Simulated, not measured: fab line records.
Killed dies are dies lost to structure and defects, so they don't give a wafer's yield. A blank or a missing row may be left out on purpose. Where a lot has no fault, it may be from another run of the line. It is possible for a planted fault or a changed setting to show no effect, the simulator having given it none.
Which tool was responsible?    flow nand harc    14 lots, 41 wafers sampled, at 5 steps of a route of 1302

## WHAT EACH GAUGE READ, for each wafer
NHARC_P_STI_INSPECT_11. Usual: raw defect count at 5.5, with a standard deviation of 2.6.
lot   measured      on                 raw defect count  flag
L365  day 3 11:02   defect inspect-02  5 6 10            
L366  day 3 14:58   defect inspect-02  2 3 5             
L367  day 4 00:37   defect inspect-02  4 10 4            
L368  day 4 12:58   defect inspect-01  4 4 1             
L370  day 5 06:19   defect inspect-01  6 2 6             
L371  day 5 19:05   defect inspect-02  4 10 6            
L372  day 6 02:48   defect inspect-02  7 2 4             
L373  day 6 12:50   defect inspect-01  7 3 6             
L375  day 7 10:05   defect inspect-02  6 6 8             
L376  day 7 19:05   defect inspect-01  5 3 8             
L378  day 8 14:49   defect inspect-02  9 4 9             
L385  day 11 13:41  defect inspect-01  6 10              
L386  day 12 00:45  defect inspect-01  6 3 4             
L387  day 12 10:28  defect inspect-01  6 7 2             

NHARC_P_STI_OCD_MEAS_43. Usual: trench depth nm 301 nm, standard deviation 3.9; trench foot cd nm 157.7 nm, standard deviation 2.3.
lot   measured      on      trench depth nm (nm)  trench foot cd nm (nm)  flag
L365  day 3 12:14   ocd-01  301 300 297           156.8 159.5 159.2       
L366  day 3 16:09   ocd-02  308 299 298           153.2 159.6 158.2       
L367  day 4 01:47   ocd-01  300 296 299           159.7 159.0 160.1       
L368  day 4 14:08   ocd-02  303 294 296           158.2 158.0 157.9       
L370  day 5 07:29   ocd-02  304 302 301           155.3 159.7 161.0       
L371  day 5 20:15   ocd-01  300 307 306           160.0 157.9 157.9       
L372  day 6 04:01   ocd-01  296 295 299           154.3 153.2 153.2       
L373  day 6 14:03   ocd-01  308 301 297           155.9 159.5 157.0       
L375  day 7 11:16   ocd-02  308 300 298           158.0 156.4 155.8       
L376  day 7 20:16   ocd-01  304 297 307           156.5 154.7 157.9       
L378  day 8 15:59   ocd-01  308 302 300           157.1 161.1 156.8       
L385  day 11 14:53  ocd-02  303 303               155.6 157.6             
L386  day 12 01:55  ocd-02  298 297 298           155.0 155.2 155.4       
L387  day 12 11:38  ocd-01  296 298 303           157.1 162.0 160.1       

NHARC_END_SORT_01. Usual: killed at array 56, standard deviation 21; killed at other 0.8, standard deviation 1; killed at periphery 3.6, standard deviation 2.8; killed dies 60, standard deviation 20; killed open 3.2, standard deviation 1.9; killed short 2.4, standard deviation 1.6.
lot   measured      on         killed at array  killed at other  killed at periphery  killed dies  killed open  killed short  flag
L367  day 27 16:13  prober-02  38 47 34         0 0 3            1 6 1                39 53 38     3 8 0        2 2 2         
L378  day 30 14:45  prober-01  57 104 90        0 0 1            2 5 4                59 109 95    2 1 3        0 1 2         

## EACH LOT AND THE TOOL THAT RAN IT (in order: tool; ch and the chambers of the sampled wafers; start)
lot   NHARC_P_STI_CMP_21             NHARC_P_GATE_ETCH_32
L365  cmp-02 ch 1,2,3, day 4 08:06   rie si-06 ch 2,3, day 5 17:39
L366  cmp-01 ch 0,1,3, day 4 08:06   rie si-02 ch 0,1,3, day 5 17:32
L367  cmp-04 ch 0,1,2, day 4 21:41   rie si-01 ch 0,1,2, day 6 18:17
L368  cmp-02 ch 0,1,3, day 5 06:27   rie si-02 ch 0,2,3, day 6 18:06
L370  cmp-01 ch 1,2,3, day 6 00:46   rie si-01 ch 0,1,2, day 7 12:29
L371  cmp-01 ch 0,1,3, day 6 16:23   rie si-01 ch 0,2,3, day 8 01:17
L372  cmp-02 ch 0,1, day 7 00:12     rie si-06 ch 0,1,2, day 8 07:52
L373  cmp-04 ch 0,1, day 7 07:29     rie si-02 ch 0,3, day 8 15:09
L375  cmp-01 ch 0,2, day 8 04:28     rie si-06 ch 0,1,3, day 9 15:55
L376  cmp-01 ch 0,1,2, day 8 12:40   rie si-01 ch 0,1,2, day 9 19:46
L378  cmp-02 ch 0,1,3, day 9 20:12   rie si-01 ch 0,1,3, day 11 08:21
L385  cmp-02 ch 2,3, day 12 09:14    rie si-06 ch 0,1, day 13 16:01
L386  cmp-01 ch 0,1,2, day 12 19:17  rie si-06 ch 1,2,3, day 14 03:22
L387  cmp-02 ch 1,2, day 13 08:17    rie si-06 ch 1,2, day 14 18:58
- NHARC_P_STI_CMP_21: polishes, t overpolish 20 s, target thk 380.67 nm.
- NHARC_P_GATE_ETCH_32: etches the open film in HBr/Cl2, target depth 150 nm, time 100.1 s.

## AS READ BY THE TOOLS THEMSELVES (means over the sampled wafers that have a number; for cases with no such wafer, the mark the record gives instead)
NHARC_P_STI_CMP_21. Usual: motor current A 12.1 A, standard deviation 1.5; overpolish run s 20.001 s, standard deviation 0.0085.
lot   tool    motor current A (A)  overpolish run s (s)  flag
L365  cmp-02  11.4                 20.002                
L366  cmp-01  12.5                 19.994                
L367  cmp-04  11.2                 19.999                
L368  cmp-02  13.0                 19.999                
L370  cmp-01  12.5                 19.999                
L371  cmp-01  12.2                 20.000                
L372  cmp-02  13.6                 19.998                
L373  cmp-04  11.4                 19.997                
L375  cmp-01  12.1                 19.994                
L376  cmp-01  12.4                 20.001                
L378  cmp-02  12.4                 20.001                
L385  cmp-02  11.9                 20.001                
L386  cmp-01  12.8                 20.003                
L387  cmp-02  10.7                 20.000                

NHARC_P_GATE_ETCH_32. Usual: drypump motor current A 5.7 A, standard deviation 0.47; oes product au 0.998 a.u., standard deviation 0.012; rf fwd power W 397.2 W, standard deviation 1.5; throttle valve pct 26.406 %, standard deviation 0.0092.
lot   tool       drypump motor current A (A)  oes product au (a.u.)  rf fwd power W (W)  throttle valve pct (%)  flag
L365  rie si-06  5.6                          1.004                  397.1               26.404                  
L366  rie si-02  5.4                          1.001                  396.1               26.409                  
L367  rie si-01  5.7                          1.002                  397.5               26.411                  
L368  rie si-02  5.7                          0.996                  396.6               26.393                  
L370  rie si-01  5.7                          1.013                  399.0               26.407                  
L371  rie si-01  6.2                          0.999                  397.8               26.407                  
L372  rie si-06  5.7                          0.989                  397.7               26.407                  
L373  rie si-02  5.8                          0.999                  397.5               26.408                  
L375  rie si-06  6.0                          1.009                  397.4               26.407                  
L376  rie si-01  5.7                          1.010                  397.9               26.406                  
L378  rie si-01  5.9                          1.008                  396.9               26.414                  
L385  rie si-06  5.8                          1.119                  398.1               26.399                  OFF
L386  rie si-06  5.7                          1.074                  396.9               26.405                  OFF
L387  rie si-06  5.6                          1.068                  398.1               26.416                  OFF

## THE ANSWER, worked out from the rows above alone
Rule: take the mean of a lot's wafers that have a number; if it is more than 3 standard deviations from the usual mean, the lot is off. A lot without any number at a reading at which 4 lots or more have one is off too. Where the step has rows for the other lots, those lots are counted as sound. Order of review: gauges by route order, followed by the tools' own readings, for which a lot's mean as printed above is used. The first step at which some lot is off is used, and at that step the reading that is off furthest; a lot without a number counts as furthest.
Off: L385, L386, L387 (NHARC_P_GATE_ETCH_32, oes product au).
A tool fits if, at that step or a process step before it, it ran every lot that is off, and no sound lot after the first of them. One fits: rie si-06 at NHARC_P_GATE_ETCH_32. A fault onset in the window from L375 (day 9 15:55, its last sound lot) to L385 (day 13 16:01, its first lot off) fits.
The tool's own readings at NHARC_P_GATE_ETCH_32 bear it out: on the lots that are off they differ by more than 5 times the standard deviation of the sound lots' means. oes product au reads 1.087 a.u. there against 1.003 a.u. on the sound lots.

## WHAT WAS PUT IN BY THE SIMULATOR
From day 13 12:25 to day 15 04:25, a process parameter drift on rie si-06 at NHARC_P_GATE_ETCH_32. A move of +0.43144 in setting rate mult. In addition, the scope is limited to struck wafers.
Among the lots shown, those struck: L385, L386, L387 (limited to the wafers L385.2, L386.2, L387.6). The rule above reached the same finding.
